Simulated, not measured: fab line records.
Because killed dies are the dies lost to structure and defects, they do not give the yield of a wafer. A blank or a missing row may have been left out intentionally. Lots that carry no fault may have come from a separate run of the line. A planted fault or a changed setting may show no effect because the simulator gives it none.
Chamber matching    flow n5_finfet    N5_BEOL_M10_ILD_DEP_00 on pecvd-03: 3 sister chambers
The step deposits SiCOH lowk from DEMS/porogen, target thk 308.51 nm, time 58 s. 27 wafers are shown with their chamber, then 12 later ones without.

## WAFERS PAIRED WITH THEIR CHAMBERS
wafer   chamber  throttle_valve_pct (%)  showerhead_plenum_p_Torr (Torr)  heater_power_w (W)
L074.3  1        14.3                    5.698                            361
L074.5  2        13.2                    5.760                            283
L074.6  1        14.3                    5.716                            364
L076.4  1        14.6                    5.709                            345
L076.5  0        14.5                    5.751                            437
L076.6  2        13.1                    5.734                            301
L077.2  2        13.6                    5.744                            240
L077.5  0        14.7                    5.749                            340
L077.6  2        13.4                    5.740                            248
L081.1  2        13.5                    5.761                            294
L081.4  0        14.7                    5.738                            417
L081.5  2        13.7                    5.760                            229
L084.2  0        14.8                    5.750                            428
L084.3  2        13.0                    5.753                            264
L084.5  0        15.1                    5.741                            427
L088.1  1        14.6                    5.701                            336
L088.5  2        13.4                    5.753                            278
L088.6  1        14.2                    5.733                            364
L085.2  1        14.7                    5.707                            425
L085.3  2        13.5                    5.742                            281
L085.4  1        14.6                    5.724                            341
L089.2  2        13.3                    5.754                            299
L089.5  0        14.9                    5.744                            368
L089.6  2        13.4                    5.752                            229
L092.1  1        14.8                    5.716                            372
L092.4  2        13.5                    5.761                            287
L092.6  0        14.8                    5.753                            429

SIGNATURES, as means of the wafers listed above
reading                   chamber 0  chamber 1  chamber 2  scatter within a chamber
throttle_valve_pct        14.786     14.512     13.383     0.204
showerhead_plenum_p_Torr  5.74657    5.71300    5.75117    0.00929
heater_power_w            406.57     363.50     269.42     30
Rule: a wafer lies at a distance from a chamber equal to the root of the sum of squares, over the readings, of (its reading less the chamber's mean, divided by the reading's scatter). If the next closest chamber is less than 2 further off than the closest, the wafer can't be placed; otherwise it belongs to the closest. The scatter: take each reading less its chamber's mean, square it, sum over the shown wafers, divide by the number of wafers less the number of chambers, and take the root.

## WAFERS WHOSE CHAMBER IS MISSING
wafer   throttle_valve_pct (%)  showerhead_plenum_p_Torr (Torr)  heater_power_w (W)
L091.1  14.6                    5.756                            362
L091.2  13.4                    5.768                            285
L091.3  14.4                    5.710                            415
L093.1  14.2                    5.711                            366
L093.2  13.5                    5.746                            284
L093.4  13.4                    5.745                            281
L094.1  14.4                    5.708                            380
L094.5  15.0                    5.756                            367
L094.6  13.5                    5.736                            257
L097.2  14.6                    5.758                            351
L097.3  15.0                    5.758                            369
L097.5  14.6                    5.756                            385

## THE CHAMBER EACH PASSED THROUGH
wafer   from the rows above  in truth
L091.1  0                    0
L091.2  2                    2
L091.3  1                    1
L093.1  1                    1
L093.2  2                    2
L093.4  2                    2
L094.1  1                    1
L094.5  0                    0
L094.6  2                    2
L097.2  0                    0
L097.3  0                    0
L097.5  0                    0
Placed correctly: 12 of 12. Not placeable from these rows: 0. Placed wrongly: 0.
